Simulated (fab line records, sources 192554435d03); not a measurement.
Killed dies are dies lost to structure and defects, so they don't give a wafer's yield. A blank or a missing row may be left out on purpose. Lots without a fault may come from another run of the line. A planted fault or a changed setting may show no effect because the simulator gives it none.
Chamber matching | flow n5_finfet | N5_BEOL_M8_CURE_74 on uv_cure-02: 3 sister chambers
The step cures SiCOH lowk, time 240 s. 14 wafers are shown with their chamber, then 7 later ones without.

WAFERS WITH THEIR CHAMBER
wafer  | chamber | wafer_temp_C_max | lamp_power_pct (%)
L681.2 | 0       | 386.6            | 52.23
L681.4 | 0       | 387.0            | 52.32
L681.5 | 0       | 386.8            | 52.26
L685.2 | 0       | 386.8            | 52.28
L685.5 | 0       | 386.6            | 52.24
L685.6 | 0       | 387.1            | 52.32
L686.1 | 2       | 386.1            | 52.20
L686.2 | 2       | 386.1            | 52.26
L686.3 | 2       | 386.6            | 52.33
L688.2 | 1       | 387.4            | 52.36
L688.5 | 1       | 386.6            | 52.27
L688.6 | 1       | 387.1            | 52.32
L690.2 | 2       | 386.6            | 52.43
L690.5 | 2       | 386.7            | 52.26

SIGNATURES (means of the wafers above)
reading          | chamber 0 | chamber 1 | chamber 2 | scatter within a chamber
wafer_temp_C_max | 386.817   | 387.033   | 386.420   | 0.283
lamp_power_pct   | 52.2750   | 52.3167   | 52.2960   | 0.0622
Rule: a wafer's distance from a chamber is the root of the sum, over the readings, of the square of ((its reading less the chamber's mean) divided by the reading's scatter). The wafer belongs to the nearest chamber; if the next one is less than 2 further off, it can't be placed. The scatter: the root of (the sum of the squares of (reading less its chamber's mean) over the shown wafers, divided by (wafers less chambers)).

WAFERS WITHOUT THEIR CHAMBER
wafer  | wafer_temp_C_max | lamp_power_pct (%)
L690.6 | 386.8            | 52.34
L697.4 | 387.1            | 52.32
L697.5 | 386.7            | 52.25
L697.6 | 386.6            | 52.38
L698.1 | 385.8            | 52.28
L698.4 | 386.9            | 52.32
L698.6 | 386.4            | 52.28

WHICH CHAMBER EACH WENT THROUGH
wafer  | from the rows above          | in truth
L690.6 | can't be placed: 1 or 0 or 2 | 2
L697.4 | can't be placed: 1 or 0      | 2
L697.5 | can't be placed: 0 or 2 or 1 | 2
L697.6 | can't be placed: 2 or 1 or 0 | 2
L698.1 | can't be placed: 2 or 0      | 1
L698.4 | can't be placed: 1 or 0 or 2 | 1
L698.6 | can't be placed: 2 or 0      | 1
Placed correctly: 0 of 7. Can't be placed from these rows: 7 (the true chamber is among the candidates in 4). Placed wrongly: 0.
